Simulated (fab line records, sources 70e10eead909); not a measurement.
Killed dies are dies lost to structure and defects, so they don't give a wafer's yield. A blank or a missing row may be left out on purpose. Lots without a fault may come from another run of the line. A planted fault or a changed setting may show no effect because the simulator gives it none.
A struck lot beside a sound one | flow nand_harc | 22 steps out of a route of 1159
Sound: wafers L183.2, L183.3, L183.5. Struck: wafers L192.3, L192.5, L192.6. The cause comes at the end.
At each step with rows: each side's tool, then ch and its chambers, then its first start. Under that, the readings that differ: sound wafers | struck wafers | difference of the means | sigmas: that difference in standard deviations of wafers without a fault.
alike: readings whose means differ by less than 2 such deviations, and words and numbers that are the same on both sides. not compared: withheld readings, readings that some wafer has no value for, bounds like >300 that may hide the same value, and numbers for which the record gives no deviation and whose values overlap.
The two part at a step that has a row with sigmas, a row that says differs or no value, or rows on one side only. Numbers that don't overlap but have no deviation are shown without sigmas and don't part them. A reading that every wafer of one side lacks parts them only if that side has two wafers or more.

NHARC_P_BONDPAD_OVL_MEAS_38:
  sound on overlay-02, day 7 07:01; struck on overlay-02, day 9 13:54
  alike: overlay_x_nm, overlay_y_nm
then, 2 steps without rows for these wafers: NHARC_P_BONDPAD_HARDBAKE_10 (time 65 s); NHARC_P_BONDPAD_DESCUM_11 (chemistry O2, time 3 s).
NHARC_P_BONDPAD_ETCH_37: etches the open film in N2/H2, target depth 60 nm, overetch 18 nm, time 65.91 s.
  sound on rie_diel-07 ch 2,3, day 7 07:15; struck on rie_diel-02 ch 1,2, day 9 14:15
  reading      | sound             | struck            | difference | sigmas
  rf_vpp_V (V) | 435.9 433.4 433.9 | 427.4 429.3 430.2 | -5.4       | -2
  alike: drypump_motor_current_A, oes_product_au, showerhead_plenum_p_Torr, throttle_valve_pct
  not compared: rf_hours_counter_h
then, 1 step without rows for these wafers: NHARC_P_BONDPAD_ETCH_12 (etches the open film in CHF3/O2, target depth 200 nm, time 100 s).
NHARC_P_BONDPAD_CD_MEAS_13:
  sound on cd_sem-01, day 7 07:30; struck on cd_sem-02, day 9 14:40
  alike: cd_nm
NHARC_P_BONDPAD_STRIP_15: strips in O2.
  sound on rie_diel-10 ch 0,2,3, day 7 07:44; struck on rie_diel-02 ch 1,2,3, day 9 14:46
  alike: drypump_motor_current_A, o2_flow_sccm, oes_product_au, rf_vpp_V, showerhead_plenum_p_Torr, throttle_valve_pct
  not compared: rf_hours_counter_h
NHARC_P_BONDPAD_ETCH_24: etches the open film in CF4/N2, target depth 30 nm, time 72.99 s.
  sound on rie_diel-10 ch 0,3; struck on rie_diel-02 ch 0,2,3
  alike: cf4_flow_sccm, drypump_motor_current_A, oes_product_au, rf_vpp_V, showerhead_plenum_p_Torr, throttle_valve_pct
  not compared: rf_hours_counter_h
then, 1 step without rows for these wafers: NHARC_P_BONDPAD_STRIP_16 (strips in post etch residue remover, time 600 s).
NHARC_P_BONDPAD_DEGAS_25: time 60 s.
  sound on pvd_sputter-03, day 7 08:19; struck on pvd_sputter-03, day 9 15:19
  alike: heater_power_w
  not compared: susceptor_temp_C
then, 2 steps without rows for these wafers: NHARC_P_BONDPAD_PRE_CLEAN_26 (time 30 s); NHARC_P_BONDPAD_PVD_17 (deposits TaN, target thk 5 nm, time 8.06 s).
NHARC_P_BONDPAD_PVD_27: deposits Cu, target thk 30 nm, time 20.49 s.
  sound on pvd_sputter-03, day 7 08:32; struck on pvd_sputter-03, day 9 15:32
  alike: throttle_valve_pct
then, 1 step without rows for these wafers: NHARC_P_BONDPAD_ECD_18 (material Cu, target thk 400 nm).
NHARC_P_BONDPAD_ANNEAL_28: time 90 s.
  sound on rtp_anneal-02 ch 0, day 7 09:05; struck on rtp_anneal-02 ch 0, day 9 16:08
  alike: wafer_temp_C_max
then, 2 steps without rows for these wafers: NHARC_P_BONDPAD_CMP_19 (polishes, t overpolish 30 s, cu recess touch 16 s, target thk 160.81 nm); NHARC_P_BONDPAD_SRD_21 (time 30 s, dry time 20 s).
NHARC_P_BONDPAD_INSPECT_23:
  sound on defect_inspect-02, day 7 09:55; struck on defect_inspect-01, day 9 16:54
  alike: raw_defect_count
then, 3 steps without rows for these wafers: NHARC_P_BONDPAD_ACTIVATE_29 (chemistry N2, time 60 s); NHARC_P_BONDPAD_PRECLEAN_30 (cleans in DIW, time 300 s); NHARC_P_BONDPAD_SRD_31 (time 30 s, dry time 20 s).
-- the record jumps here: 13 days lie between the struck wafers' starts before and after (it left off in module P_BONDPAD and takes up again in module END, whose first step shown is number 1159 of the route) --
NHARC_END_SORT_01:
  sound on prober-01 ch 0, day 20 09:52; struck on prober-01 ch 0, day 22 08:25
  reading                  | sound          | struck                                                               | difference                   | sigmas
  hold                     | - - -          | await_dispo/4.6h/scrap await_dispo/4.6h/scrap await_dispo/4.6h/scrap | no value on the sound wafers |
  defect_limited_yield (%) | 95.6 94.4 94.7 | 0.1 0 0                                                              | -94.9                        | -63
  killed_at_periphery      | 2 9 4          | 647 651 655                                                          | +646                         | +99 or more
  killed_dies              | 30 38 36       | 676 677 677                                                          | +642                         | +64
  sort_bin_2_pct (%)       | 1.3 1.9 1.9    | 96.6 97.2 97.9                                                       | +95.5                        | +99 or more
  sort_n_pass              | 647 639 641    | 1 0 0                                                                | -642                         | -64
  sort_rim_yield_pct (%)   | 96.2 99.1 92.5 | 0.9 0 0                                                              | -95.6                        | -34
  sort_yield_pct (%)       | 95.6 94.4 94.7 | 0.1 0 0                                                              | -94.9                        | -63
  alike: killed_at_array, killed_at_other, killed_open, killed_short, sort_bin_3_pct, sort_bin_4_pct

WHERE THEY PART
First at NHARC_P_BONDPAD_ETCH_37; last, within this record, at NHARC_END_SORT_01.

WHY: what the simulator had put in
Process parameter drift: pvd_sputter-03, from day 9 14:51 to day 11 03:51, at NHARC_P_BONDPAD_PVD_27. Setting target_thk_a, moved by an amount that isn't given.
